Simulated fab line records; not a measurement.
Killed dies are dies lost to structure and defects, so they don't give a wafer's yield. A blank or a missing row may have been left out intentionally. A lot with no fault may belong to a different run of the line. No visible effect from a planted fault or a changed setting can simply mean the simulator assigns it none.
A lot that was struck, set against a sound lot ; flow nand_harc ; 14 out of 1302 route steps
Sound: wafers L539.2, L539.3, L539.5. Wafers struck: L543.1, L543.2, L543.4. The cause comes at the end.
Order at every step that has rows: each side's tool, ch and its chambers, its first start. Under that, the readings that differ: sound wafers ; struck wafers ; difference of the means ; sigmas: that difference in standard deviations of wafers without a fault.
alike: readings whose means differ by less than 2 such deviations, and words and numbers that are the same on both sides. not compared: withheld readings, readings that some wafer has no value for, bounds like >300 that may hide the same value, and numbers for which the record gives no deviation and whose values overlap.
Wherever a step has rows on one side only, a row that says differs or no value, or a row with sigmas, the two part there. When numbers do not overlap yet have no deviation, they are printed without sigmas and do not part them. A reading that every wafer of one side lacks parts them only if that side has two wafers or more.

NHARC_A_BLC_PVD_32: deposits Ti, target thk 5 nm, time 17.7 s.
  sound on pvd_sputter-01; struck on pvd_sputter-02
  alike: throttle_valve_pct
NHARC_A_BLC_ALD_23: deposits TiN, target thk 3 nm, pulse time 1 s, ald cycles 150.
  sound on ald_metal-02 ch 0,1, day 27 14:08; struck on ald_metal-04 ch 0,2,3, day 28 16:23
  alike: heater_power_w, precursor_pulse_height_rel
NHARC_A_BLC_CVD_24: deposits W, target thk 150 nm, time 434 s.
  sound: cvd_w-01 ch 0,1; struck: cvd_w-01 ch 0,1
  alike: heater_power_w, throttle_valve_pct
NHARC_A_BLC_CMP_25: polishes, t overpolish 30 s, target thk 150 nm.
  sound on cmp-04 ch 0,1, day 27 16:02; struck on cmp-04 ch 0,1,2, day 28 17:08
  alike: edge_zone_pressure_frac, motor_current_A, overpolish_run_s, slurry_flow_ml_min, time_to_endpoint_s
next, for these wafers, 1 step has no rows: NHARC_A_BLC_SRD_27.
NHARC_A_BLC_INSPECT_28:
  sound on defect_inspect-02 at day 27 16:26; struck on defect_inspect-01 at day 28 17:31
  alike: raw_defect_count
then, 5 steps without rows for these wafers: NHARC_A_M0_DEP_00 (deposits SiOC, target thk 150 nm); NHARC_A_M0_DEHYDRATE_01 (time 120 s); NHARC_A_M0_HMDS_02 (time 30 s); NHARC_A_M0_COAT_33 (time 65 s); NHARC_A_M0_COAT_03 (resist thk 90 nm).
NHARC_A_M0_SOFTBAKE_04: time 55 s.
  sound on litho_track-04 ch 0, day 27 16:00; struck on litho_track-04 ch 0, day 28 18:00
reading;sound;struck;difference;sigmas
heater_power_total_W (W);188.51 188.42 188.44;199.70 199.65 199.55;+11.18;+80
next, for these wafers, 1 step has no rows: NHARC_A_M0_EBR_05.
NHARC_END_SORT_01:
  sound on prober-01 ch 0, day 29 08:42; struck on prober-01 ch 0, day 30 09:08
  alike: defect_limited_yield, killed_at_array, killed_at_other, killed_at_periphery, killed_dies, killed_open, killed_short

## WHERE THEY PART
NHARC_A_M0_SOFTBAKE_04 only, going by this record. Later steps at which nothing parts them and some readings are alike: NHARC_END_SORT_01.

WHY: what the simulator had put in
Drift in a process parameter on litho_track-04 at NHARC_A_M0_SOFTBAKE_04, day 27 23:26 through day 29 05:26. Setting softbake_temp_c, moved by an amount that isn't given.
